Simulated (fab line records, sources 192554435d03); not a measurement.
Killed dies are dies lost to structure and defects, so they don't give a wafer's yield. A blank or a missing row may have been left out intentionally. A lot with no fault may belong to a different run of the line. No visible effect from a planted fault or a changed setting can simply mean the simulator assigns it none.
fab line records -- flow n5-finfet
record lots=8, wafers=24, last-day=17
route steps=1938 shown BEOL_M4@1111 BEOL_M8@1371 PASSIVATION@1936
lots that met no fault: from a run of the same line without faults
start-h: start of the lot's first displayed wafer, in hours after the record's first day -- wait-h: hours from the lot's prior step to this one -- " same as the row above -- L1.1+2: one row covering several wafers at once -- - no value, or no start was given -- * or withheld: withheld -- < > ~ a bound
route shown NAME@n: NAME is a module with steps in the file, n the number in the route of the first one -- usual: mean/standard deviation taken from wafers without a fault -- same: alike in all rows -- chamber/n: place in a boat -- sites: readings site by site -- _std_site: standard deviation across them -- _edge_site: the outer-site mean with the inner-site mean subtracted -- radius-mm: for every site, how far away it sits from the centre of the wafer -- mask NAME#n: copy n -- behind: the last tool/chamber to shape the wafer -- hold: why the lot was held/for how many hours/how that ended -- device: the n, p or np transistor that did not switch -- end of line: the same wafers' tests at the end of the route -- for a step that has no rows: nothing shown but its recipe -- killed: dies that structure and defects cost at the first sort, which is not the same as the wafer's yield -- map: a wafer's dies, marking killed ones x, the rest . and places with no die _
set.NAME: the run value of the setting; set.NAME@STEP: its run value at that earlier step -- model.NAME: the simulator's own value behind a step, which no gauge read
the route's steps for a sample of lots (tables are steps, rows are wafers)
services: from which hour (start-h, from the record's first day; less than 0 if before it) a tool's chamber was out of use, for how many hours, and why
## steps
# step N5_BEOL_M4_RC_MEAS_101
# usual DIBL_N=36.4/1.5, DIBL_P=36.6/1.9, IOFF_N=0.155/0.021, IOFF_P=0.211/0.028, ION_N=671/8.6, ION_P=462/5.8, SS_N=71.5/0.5, SS_P=73.4/0.58, VT_N=250.1/2.4, VT_P=-250.1/3
lot.wafer,tool,chamber,start-h,wait-h,DIBL_N[mV/V],DIBL_P[mV/V],IOFF_N[nA/um],IOFF_P[nA/um],ION_N[uA/um],ION_P[uA/um],SS_N[mV/dec],SS_P[mV/dec],VT_N[mV],VT_P[mV]
L562.1,prober-01,0,176.48,0.0,35.7,35.7,0.152,0.207,677,464,71.3,73.3,249.9,-250.3
L562.2,prober-01,0,176.48,0.0,36.7,36.6,0.157,0.215,676,468,71.8,73.8,249.4,-251.7
L562.4,prober-01,0,176.48,0.0,35.8,35.5,0.149,0.198,664,460,71.7,74.5,251.1,-249.5
L566.1,prober-01,0,190.62,0.0,34.9,34.8,0.137,0.224,657,464,70.6,72.8,254.1,-246.3
L566.2,prober-01,0,190.62,0.0,34.0,33.9,0.129,0.204,661,463,70.9,72.6,256.0,-251.0
L566.3,prober-01,0,190.62,0.0,33.9,33.5,0.126,0.202,660,466,71.0,72.7,249.6,-251.1
L570.1,prober-02,0,224.30,0.0,37.3,36.8,0.157,0.208,676,460,71.5,73.1,250.6,-246.9
L570.3,prober-02,0,224.30,0.0,36.9,34.5,0.142,0.175,670,454,71.5,72.3,249.8,-251.8
L570.5,prober-02,0,224.30,0.0,38.4,37.2,0.170,0.222,679,466,71.0,73.1,250.6,-248.8
L571.1,prober-02,0,230.69,0.0,35.1,37.2,0.155,0.237,672,468,71.5,73.1,249.5,-246.7
L571.3,prober-02,0,230.69,0.0,34.4,36.2,0.144,0.221,669,458,71.2,73.0,250.6,-246.5
L571.6,prober-02,0,230.69,0.0,33.7,35.3,0.133,0.204,662,461,71.7,72.8,252.6,-252.6
L574.3,prober-01,0,244.51,0.3,36.8,35.7,0.153,0.200,669,461,71.3,73.3,250.2,-250.9
L574.5,prober-01,0,244.51,0.3,36.4,34.3,0.132,0.178,669,457,71.5,72.7,254.0,-251.9
L574.6,prober-01,0,244.51,0.3,37.2,35.9,0.162,0.203,672,461,72.4,72.8,247.5,-250.6
L580.1,prober-01,0,280.43,0.0,36.9,37.3,0.160,0.221,665,459,71.8,73.4,252.5,-247.9
L580.2,prober-01,0,280.43,0.0,37.9,38.5,0.186,0.218,686,461,71.9,73.7,247.3,-250.5
L580.4,prober-01,0,280.43,0.0,37.3,37.8,0.171,0.209,677,460,71.3,73.5,247.6,-250.5
L583.2,prober-01,0,297.41,0.2,32.6,33.7,0.128,0.168,670,469,71.4,72.8,252.5,-250.6
L583.4,prober-01,0,297.41,0.2,34.9,35.5,0.152,0.209,677,471,71.3,73.7,249.9,-246.6
L583.6,prober-01,0,297.41,0.2,34.2,34.8,0.143,0.188,679,467,71.7,73.1,251.6,-253.1
L582.1,prober-01,0,303.81,0.0,39.8,41.7,0.233,0.282,702,480,72.2,74.6,243.9,-246.3
L582.4,prober-01,0,303.81,0.0,39.0,41.0,0.208,0.272,686,467,72.0,74.7,247.7,-247.1
L582.6,prober-01,0,303.81,0.0,38.5,39.3,0.171,0.232,672,463,71.9,73.8,251.6,-249.3
# step N5_BEOL_M8_ETCH_66
# recipe chemistry=N2/H2, target=SOC, target-depth-a=800, overetch-a=160, mask-material=SiARC, temp-c=40, time-s=120, ion-energy-ev=200, pressure-mtorr=30, source-w=840, bias-w=150, n2-flow-sccm=200, h2-flow-sccm=200
# usual bias-w=150.1/0.43, chamber-pressure-mTorr=29.999/0.027, drypump-motor-current-A=5.6/0.5, oes-product-au=0.62/0.063, rf-vpp-V=523.7/2.3, showerhead-plenum-p-Torr=2.54/0.08, throttle-valve-pct=17.79/0.16
lot.wafer,tool,chamber,start-h,wait-h,bias-w,chamber-pressure-mTorr,drypump-motor-current-A,oes-product-au,rf-hours-counter-h,rf-vpp-V,showerhead-plenum-p-Torr,throttle-valve-pct
L562.1,rie-diel-01,0,212.33,0.0,149.5,30.003,5.3,0.70,22,525.2,2.61,17.99
L562.2,rie-diel-01,3,212.33,0.0,150.1,30.013,5.8,0.67,44,524.9,2.60,17.67
L562.4,rie-diel-01,1,212.33,0.0,149.9,30.015,4.8,0.68,35,521.3,2.48,17.55
L566.1,rie-diel-01,2,225.71,0.0,150.0,29.976,5.5,0.55,194,523.3,2.52,17.74
L566.2,rie-diel-01,3,225.71,0.0,150.3,29.979,5.8,0.67,48,526.5,2.59,17.68
L566.3,rie-diel-01,1,225.71,0.0,149.5,30.038,4.8,0.68,40,522.6,2.48,17.52
L570.1,rie-diel-06,2,259.71,0.0,149.6,30.012,5.4,0.67,34,521.7,2.49,17.63
L570.3,rie-diel-06,3,259.71,0.0,150.6,30.004,6.8,0.56,200,525.7,2.63,17.85
L570.5,rie-diel-06,3,259.71,0.0,150.3,29.963,6.8,0.55,-,525.2,2.63,17.87
L571.1,rie-diel-01,0,261.79,0.0,150.4,29.975,5.4,0.66,40,523.8,2.60,18.03
L571.3,rie-diel-01,3,261.79,0.0,150.1,29.947,5.8,0.65,61,524.3,2.59,17.72
L571.6,rie-diel-01,1,261.79,0.0,149.3,29.985,4.9,0.66,-,521.9,2.48,17.57
L574.3,rie-diel-01,1,281.49,0.0,149.7,30.056,4.9,0.65,60,522.6,2.47,17.57
L574.5,rie-diel-01,0,281.49,0.0,149.9,29.985,5.3,0.66,-,526.1,2.60,18.04
L574.6,rie-diel-01,1,281.49,0.0,149.6,29.973,4.8,0.65,-,522.2,2.47,17.56
L580.1,rie-diel-04,2,315.92,0.0,150.1,30.042,6.5,0.66,61,526.6,2.70,17.88
L580.2,rie-diel-04,3,315.92,0.0,149.7,29.978,5.6,0.54,244,519.0,2.40,17.72
L580.4,rie-diel-04,0,315.92,0.0,150.2,29.986,5.6,0.66,35,522.1,2.49,17.92
L583.2,rie-diel-04,2,329.78,0.0,150.3,29.999,6.5,0.65,66,527.6,2.70,17.90
L583.4,rie-diel-04,0,329.78,0.0,150.2,29.993,5.6,0.67,39,521.1,2.49,17.92
L583.6,rie-diel-04,0,329.78,0.0,149.7,30.020,5.6,0.66,-,521.6,2.49,17.90
L582.1,rie-diel-01,1,341.18,0.0,150.2,30.043,4.8,0.63,80,521.5,2.47,17.61
L582.4,rie-diel-01,3,341.18,0.0,150.6,30.024,5.8,0.63,89,525.1,2.58,17.76
L582.6,rie-diel-01,1,341.18,0.0,150.5,29.995,4.8,0.63,-,521.9,2.47,17.63
# step N5_BEOL_M8_VIA_ETCH_34
# recipe chemistry=C4F6/O2, target=SiCOH_lowk, target-depth-a=1255, mask-material=SOC, taper-deg=4, time-s=50.5, ion-energy-ev=250, pressure-mtorr=30, source-w=345, bias-w=185, Ar_flow_sccm=300, C4F6_flow_sccm=10, O2_flow_sccm=10
# usual C4F6_flow_sccm=10.005/0.028, O2_flow_sccm=10.01/0.033, drypump-motor-current-A=5.6/0.49, oes-product-au=0.81/0.086, rf-vpp-V=661/4.3, showerhead-plenum-p-Torr=2.84/0.081, throttle-valve-pct=20.87/0.18
lot.wafer,tool,chamber,start-h,wait-h,C4F6_flow_sccm,O2_flow_sccm,drypump-motor-current-A,oes-product-au,rf-hours-counter-h,rf-vpp-V,showerhead-plenum-p-Torr,throttle-valve-pct
L562.1,rie-diel-01,0,212.43,0.0,10.020,9.96,5.4,0.93,22,661,2.91,21.09
L562.2,rie-diel-01,3,212.43,0.0,10.037,10.02,5.8,0.88,44,657,2.88,20.75
L562.4,rie-diel-01,1,212.43,0.0,9.973,10.00,4.9,0.88,35,655,2.79,20.61
L566.1,rie-diel-01,2,225.81,0.0,10.028,9.97,5.5,0.71,194,665,2.84,20.84
L566.2,rie-diel-01,3,225.81,0.0,9.979,10.00,5.8,0.86,48,657,2.88,20.76
L566.3,rie-diel-01,1,225.81,0.0,10.034,10.05,4.8,0.87,40,653,2.78,20.61
L570.1,rie-diel-06,2,259.81,0.0,9.996,10.01,5.4,0.88,34,656,2.80,20.84
L570.3,rie-diel-06,3,259.81,0.0,10.042,9.98,6.8,0.72,200,662,2.93,20.98
L570.5,rie-diel-06,3,259.81,0.0,10.004,9.94,6.8,0.73,-,661,2.93,20.99
L571.1,rie-diel-01,0,261.89,0.0,10.028,9.98,5.3,0.89,40,663,2.90,21.13
L571.3,rie-diel-01,3,261.89,0.0,10.033,9.99,5.8,0.86,61,657,2.88,20.77
L571.6,rie-diel-01,1,261.89,0.0,10.011,9.97,4.8,0.86,-,654,2.78,20.62
L574.3,rie-diel-01,1,281.59,0.0,9.986,9.97,4.8,0.84,60,654,2.77,20.64
L574.5,rie-diel-01,0,281.59,0.0,10.045,10.04,5.4,0.87,-,662,2.90,21.13
L574.6,rie-diel-01,1,281.59,0.0,9.997,9.99,4.9,0.84,-,654,2.77,20.62
L580.1,rie-diel-04,2,316.02,0.0,9.986,10.06,6.5,0.84,61,665,3.01,20.95
L580.2,rie-diel-04,3,316.02,0.0,9.982,9.98,5.6,0.70,244,663,2.69,20.71
L580.4,rie-diel-04,0,316.02,0.0,10.008,10.05,5.6,0.87,35,659,2.80,21.07
L583.2,rie-diel-04,2,329.88,0.0,10.004,9.97,6.5,0.85,66,666,3.01,20.96
L583.4,rie-diel-04,0,329.88,0.0,10.061,9.97,5.6,0.87,39,660,2.80,21.09
L583.6,rie-diel-04,0,329.88,0.0,10.039,9.95,5.6,0.88,-,661,2.80,21.08
L582.1,rie-diel-01,1,341.28,0.0,9.991,10.02,4.9,0.82,81,653,2.77,20.65
L582.4,rie-diel-01,3,341.28,0.0,9.982,10.03,5.8,0.81,89,656,2.86,20.79
L582.6,rie-diel-01,1,341.28,0.0,9.998,9.99,4.8,0.82,-,654,2.76,20.66
# step N5_BEOL_M8_ETCH_41
# recipe chemistry=CH3F/O2, target=SiCN, target-depth-a=319, taper-deg=2, time-s=57.8, ion-energy-ev=120, mask-material=TiN, pressure-mtorr=30, source-w=395, bias-w=75, Ar_flow_sccm=150, CH3F_flow_sccm=30, O2_flow_sccm=20
# usual CH3F_flow_sccm=30.00/0.098, O2_flow_sccm=20.01/0.064, drypump-motor-current-A=5.6/0.49, oes-product-au=0.81/0.086, rf-vpp-V=297.2/1.4, showerhead-plenum-p-Torr=2.00/0.06, throttle-valve-pct=16.29/0.17
lot.wafer,tool,chamber,start-h,wait-h,CH3F_flow_sccm,O2_flow_sccm,drypump-motor-current-A,oes-product-au,rf-hours-counter-h,rf-vpp-V,showerhead-plenum-p-Torr,throttle-valve-pct
L562.1,rie-diel-01,0,212.56,-,30.01,20.01,5.3,0.92,22,297.5,2.05,16.43
L562.2,rie-diel-01,3,212.56,-,30.00,19.93,5.8,0.87,44,298.0,2.03,16.17
L562.4,rie-diel-01,1,212.56,-,29.97,19.96,4.9,0.89,35,296.4,1.96,15.98
L566.1,rie-diel-01,2,225.94,-,30.11,20.03,5.5,0.70,194,297.0,1.99,16.30
L566.2,rie-diel-01,3,225.94,-,30.04,20.10,5.8,0.86,48,297.7,2.03,16.20
L566.3,rie-diel-01,1,225.94,-,30.03,20.07,4.9,0.88,40,296.8,1.95,16.01
L570.1,rie-diel-06,2,259.94,-,-,-,-,-,-,-,-,-
L570.3,rie-diel-06,3,259.94,-,-,-,-,-,-,-,-,-
L570.5,rie-diel-06,3,259.94,-,-,-,-,-,-,-,-,-
L571.1,rie-diel-01,0,262.01,-,-,-,-,-,-,-,-,-
L571.3,rie-diel-01,3,262.01,-,-,-,-,-,-,-,-,-
L571.6,rie-diel-01,1,262.01,-,-,-,-,-,-,-,-,-
L574.3,rie-diel-01,1,281.71,-,30.14,20.01,4.8,0.84,60,297.2,1.95,16.04
L574.5,rie-diel-01,0,281.71,-,29.88,20.01,5.3,0.86,-,299.0,2.04,16.51
L574.6,rie-diel-01,1,281.71,-,30.06,20.06,4.9,0.85,-,297.4,1.95,16.05
L580.1,rie-diel-04,2,316.15,-,29.90,19.97,6.5,0.85,61,298.8,2.12,16.31
L580.2,rie-diel-04,3,316.15,-,29.97,19.91,5.6,0.70,245,294.1,1.88,16.23
L580.4,rie-diel-04,0,316.15,-,30.07,20.12,5.6,0.88,35,296.1,1.97,16.42
L583.2,rie-diel-04,2,330.00,-,30.02,20.01,6.5,0.84,66,299.2,2.12,16.31
L583.4,rie-diel-04,0,330.00,-,30.11,20.00,5.6,0.87,39,295.5,1.96,16.44
L583.6,rie-diel-04,0,330.00,-,30.15,19.94,5.6,0.88,-,296.0,1.96,16.42
L582.1,rie-diel-01,1,341.41,-,29.95,19.97,4.8,0.82,81,297.4,1.94,16.11
L582.4,rie-diel-01,3,341.41,-,29.92,20.10,5.8,0.82,89,296.3,2.02,16.27
L582.6,rie-diel-01,1,341.41,-,29.97,20.01,4.8,0.82,-,296.6,1.94,16.09
# step N5_BEOL_M8_ALD_77
# recipe material=TaN, target-thk-a=20, temp-c=275, ald-precursor-family=PDMAT, ald-co-reactant=NH3, pressure-torr=3, carrier-flow-sccm=1500, pulse-time-s=2, purge-time-s=3, co-reactant-purge-time-s=2, co-reactant-pulse-time-s=3, ald-cycles=40, precursor-vessel-temp-c=75, precursor-vessel-pressure-torr=26.25, precursor-vessel-carrier-sccm=1000
# usual heater-power-w=420/38, mfc-carrier-sccm=1500/4.7
# same co-reactant-pulse-time-s=3
lot.wafer,tool,chamber,start-h,wait-h,heater-power-w,mfc-carrier-sccm
L562.1,ald-metal-02,0,213.70,0.0,401,1495
L562.2,ald-metal-02,1,213.70,0.0,481,1499
L562.4,ald-metal-02,2,213.70,0.0,419,1501
L566.1,ald-metal-02,2,226.77,0.1,426,1497
L566.2,ald-metal-02,1,226.77,0.1,479,1504
L566.3,ald-metal-02,0,226.77,0.1,393,1504
L570.1,ald-metal-03,0,260.73,0.0,397,1501
L570.3,ald-metal-03,1,260.73,0.0,437,1499
L570.5,ald-metal-03,3,260.73,0.0,420,1502
L571.1,ald-metal-03,2,264.82,0.1,432,1499
L571.3,ald-metal-03,1,264.82,0.1,431,1500
L571.6,ald-metal-03,0,264.82,0.1,395,1504
L574.3,ald-metal-03,1,283.28,0.1,427,1498
L574.5,ald-metal-03,1,283.28,0.1,441,1506
L574.6,ald-metal-03,2,283.28,0.1,439,1491
L580.1,ald-metal-02,3,320.21,0.0,386,1502
L580.2,ald-metal-02,0,320.21,0.0,387,1499
L580.4,ald-metal-02,1,320.21,0.0,475,1496
L583.2,ald-metal-02,0,332.47,0.1,409,1500
L583.4,ald-metal-02,3,332.47,0.1,403,1494
L583.6,ald-metal-02,0,332.47,0.1,404,1499
L582.1,ald-metal-04,3,342.56,0.1,360,1512
L582.4,ald-metal-04,2,342.56,0.1,465,1501
L582.6,ald-metal-04,2,342.56,0.1,454,1501
# step N5_PASSIVATION_PROBE_49
# usual defect-limited-yield=91.5/1.4, killed_at_M0_to_M3=33/10, killed_at_M4_up=13/5, killed-at-contacts=13/5.6, killed-at-front-end=38/12, killed-at-other=3.9/2.7, killed-dies=100/16, killed-on-rim=13/4, killed-open=66/13, killed-short=32/7.2, sort_bin_5_function=5.0/0.97, sort_bin_6_memory=3.2/0.61, sort-n-pass=1080/16, sort-yield-pct=91.5/1.4
# same gross-dies=1180, killed-at-back-side=0, sort_bin_4_leakage[%]=0, sort_bin_8_speed[%]=0
lot.wafer,tool,chamber,start-h,wait-h,defect-limited-yield[%],killed_at_M0_to_M3,killed_at_M4_up,killed-at-contacts,killed-at-front-end,killed-at-other,killed-dies,killed-on-rim,killed-open,killed-short,sort_bin_5_function[%],sort_bin_6_memory[%],sort-n-pass,sort-yield-pct[%]
L566.1,prober-01,-,296.34,0.0,90.4,38,12,18,45,0,113,20,78,31,6.0,3.2,1067,90.4
L566.2,prober-01,-,296.39,0.1,91.8,34,16,22,24,1,97,19,75,21,4.5,3.5,1083,91.8
L566.3,prober-01,-,296.44,0.1,91.4,34,10,16,39,3,102,16,63,39,4.7,3.6,1078,91.4
L571.1,prober-02,-,327.12,0.0,0,21,1116,15,25,3,1180,152,63,21,96.8,3.1,0,0
L571.3,prober-02,-,327.22,0.1,0,35,1091,12,41,1,1180,152,61,40,96.2,3.6,0,0
L571.6,prober-02,-,327.37,0.3,0,27,1080,23,44,6,1180,152,80,37,96.1,3.6,0,0
L570.1,prober-01,-,329.83,0.0,0,32,1070,15,61,2,1180,152,94,33,95.5,4.2,0,0
L570.3,prober-01,-,329.93,0.1,0,40,1073,13,52,2,1180,152,96,28,96.4,3.4,0,0
L570.5,prober-01,-,330.03,0.2,0,16,1103,16,44,1,1180,152,77,25,95.9,3.9,0,0
L583.2,prober-01,-,400.72,0.1,89.2,39,17,12,56,3,127,23,81,40,6.4,3.6,1053,89.2
L583.4,prober-01,-,400.82,0.2,89.9,33,5,19,62,0,119,13,88,31,6.4,3.1,1061,89.9
L583.6,prober-01,-,400.92,0.3,90.3,55,7,13,40,0,115,19,66,44,5.0,3.8,1065,90.3
# killed by level:class
L566.1 MOL_CONTACT_COAG:geometric-particle:open=16 STI_FIN_REVEAL:geometric-particle:open=12 BEOL_M0_SAQP:geometric-particle:short=12 BEOL_M0_SAQP:geometric-particle:open=10 FIN_SAQP:geometric-particle:open=7 BEOL_M3:geometric-particle:open=5 ILD0:geometric-particle:open=5 FIN_SAQP:geometric-particle:short=4
L566.2 MOL_CONTACT_COAG:geometric-particle:open=18 STI_FIN_REVEAL:geometric-particle:open=9 BEOL_M0_SAQP:geometric-particle:open=9 BEOL_M7:geometric-particle:open=9 BEOL_M0:geometric-particle:short=6 BEOL_M3:geometric-particle:open=5 STARTING-WAFER:geometric-particle:open=5 MOL_CONTACT_COAG:geometric-particle:short=4
L566.3 MOL_CONTACT_COAG:geometric-particle:open=13 BEOL_M0_SAQP:geometric-particle:open=8 BEOL_M0_SAQP:geometric-particle:short=8 STI_FIN_REVEAL:geometric-particle:open=7 BEOL_M2:geometric-particle:open=6 ILD0:geometric-particle:short=5 BEOL_M3:geometric-particle:open=5 STARTING-WAFER:geometric-particle:open=5
L571.1 BEOL_M8:area-etch=1095 MOL_CONTACT_COAG:geometric-particle:open=11 BEOL_M2:geometric-particle:open=9 BEOL_M4:geometric-particle:open=8 BEOL_M5:geometric-particle:open=6 BEOL_M1:geometric-particle:open=6 FIN_SAQP:geometric-particle:short=4 STI_FIN_REVEAL:geometric-particle:open=4
L571.3 BEOL_M8:area-etch=1078 STI_FIN_REVEAL:geometric-particle:open=12 MOL_CONTACT_COAG:geometric-particle:open=8 FIN_SAQP:geometric-particle:short=7 BEOL_M0_SAQP:geometric-particle:short=7 BEOL_M1:geometric-particle:open=7 BEOL_M4:geometric-particle:open=7 BEOL_M0_SAQP:geometric-particle:open=6
L571.6 BEOL_M8:area-etch=1062 STI_FIN_REVEAL:geometric-particle:open=18 MOL_CONTACT_COAG:geometric-particle:open=17 FIN_SAQP:geometric-particle:short=8 BEOL_M2:geometric-particle:open=7 MOL_CONTACT_COAG:geometric-particle:short=6 BEOL_M3:geometric-particle:open=6 STI_FIN_REVEAL:geometric-particle:short=5
L570.1 BEOL_M8:area-etch=1053 STI_FIN_REVEAL:geometric-particle:open=35 MOL_CONTACT_COAG:geometric-particle:open=14 BEOL_M0_SAQP:geometric-particle:open=12 STI_FIN_REVEAL:geometric-particle:short=9 BEOL_M3:geometric-particle:open=5 FIN_SAQP:geometric-particle:short=4 GATE_CUT:geometric-particle:short=4
L570.3 BEOL_M8:area-etch=1056 STI_FIN_REVEAL:geometric-particle:open=19 MOL_CONTACT_COAG:geometric-particle:open=13 BEOL_M0_SAQP:geometric-particle:open=10 BEOL_M1:geometric-particle:open=8 BEOL_M3:geometric-particle:open=8 BEOL_M5:geometric-particle:open=8 BEOL_M0_SAQP:geometric-particle:short=7
L570.5 BEOL_M8:area-etch=1078 STI_FIN_REVEAL:geometric-particle:open=14 MOL_CONTACT_COAG:geometric-particle:open=14 BEOL_M5:geometric-particle:open=8 GATE_CUT:geometric-particle:open=7 BEOL_M6:geometric-particle:open=6 FIN_SAQP:geometric-particle:open=4 GATE_CUT:geometric-particle:short=4
L583.2 STI_FIN_REVEAL:geometric-particle:open=16 FIN_SAQP:geometric-particle:open=13 BEOL_M0_SAQP:geometric-particle:open=13 FIN_SAQP:geometric-particle:short=10 BEOL_M3:geometric-particle:open=10 MOL_CONTACT_COAG:geometric-particle:open=8 BEOL_M1:geometric-particle:open=5 MOL_CONTACT_COAG:geometric-particle:short=4
L583.4 FIN_SAQP:geometric-particle:open=18 STI_FIN_REVEAL:geometric-particle:open=17 MOL_CONTACT_COAG:geometric-particle:open=14 BEOL_M3:geometric-particle:open=11 BEOL_M0_SAQP:geometric-particle:open=9 FIN_SAQP:geometric-particle:short=8 STARTING-WAFER:geometric-particle:open=6 MOL_CONTACT_COAG:geometric-particle:short=5
L583.6 BEOL_M3:geometric-particle:open=21 FIN_SAQP:geometric-particle:short=14 BEOL_M0_SAQP:geometric-particle:short=14 MOL_CONTACT_COAG:geometric-particle:open=12 BEOL_M0_SAQP:geometric-particle:open=9 FIN_SAQP:geometric-particle:open=7 GATE_CUT:geometric-particle:short=4 STI_FIN_REVEAL:geometric-particle:open=3
## services
tool,chamber,start-h,hours,kind
rie-diel-04,0,204.28,-,clean
rie-diel-04,0,204.28,-,consumable-replace:focus-ring
rie-diel-04,0,204.28,17.3,scheduled-down
rie-diel-04,0,204.28,17.3,vent-cycle
rie-diel-04,1,217.32,5.2,repair
ald-metal-02,2,230.35,24.7,repair
rie-diel-06,1,242.35,55.8,repair
ald-metal-03,-,255.55,1.3,repair
ald-metal-04,-,257.14,8.7,pm
rie-diel-04,0,265.68,8.2,repair
rie-diel-06,2,272.24,7.4,repair
ald-metal-04,2,272.58,5.5,repair
rie-diel-04,1,282.28,-,clean
rie-diel-04,1,282.28,-,consumable-replace:focus-ring
rie-diel-04,1,282.28,15.7,scheduled-down
rie-diel-04,1,282.28,15.7,vent-cycle
ald-metal-02,1,295.06,7.0,repair
ald-metal-02,-,299.34,2.8,pm
rie-diel-04,2,302.97,9.8,repair
rie-diel-04,3,333.62,-,clean
rie-diel-04,3,333.62,-,consumable-replace:focus-ring
rie-diel-04,3,333.62,-,consumable-replace:showerhead
rie-diel-04,3,333.62,16.5,scheduled-down
ald-metal-02,-,337.25,14.0,pm
## key
first-sign step=N5_BEOL_M8_ETCH_41, reading=tool-record, direction=missing
effect step=N5_PASSIVATION_PROBE_49, reading=killed_at_M4_up, direction=up, sigmas=99+, usual=13, struck=1089
more-kills-born-at N5_BEOL_M8_ETCH_41@rie-diel-01=3235, N5_BEOL_M8_ETCH_41@rie-diel-06=3187
met-at N5_BEOL_M8_ETCH_41
struck-lots L570,L571
later-rows-left-out L570.1,L570.3,L570.5,L571.1,L571.3,L571.6
not-acting-at N5_BEOL_M8_ETCH_66,N5_BEOL_M8_VIA_ETCH_34,N5_BEOL_M8_ALD_77
onset-between 225.94 259.94
fault kind=skipped-step-whole, tool=rie-diel-01,rie-diel-06, chamber=-, onset-h=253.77, steps=N5_BEOL_M8_ETCH_41, scope=struck-lots-only
# later-rows-left-out: the simulator's readings of these wafers behind a module that went badly wrong aren't trusted and aren't shown, but for the sort
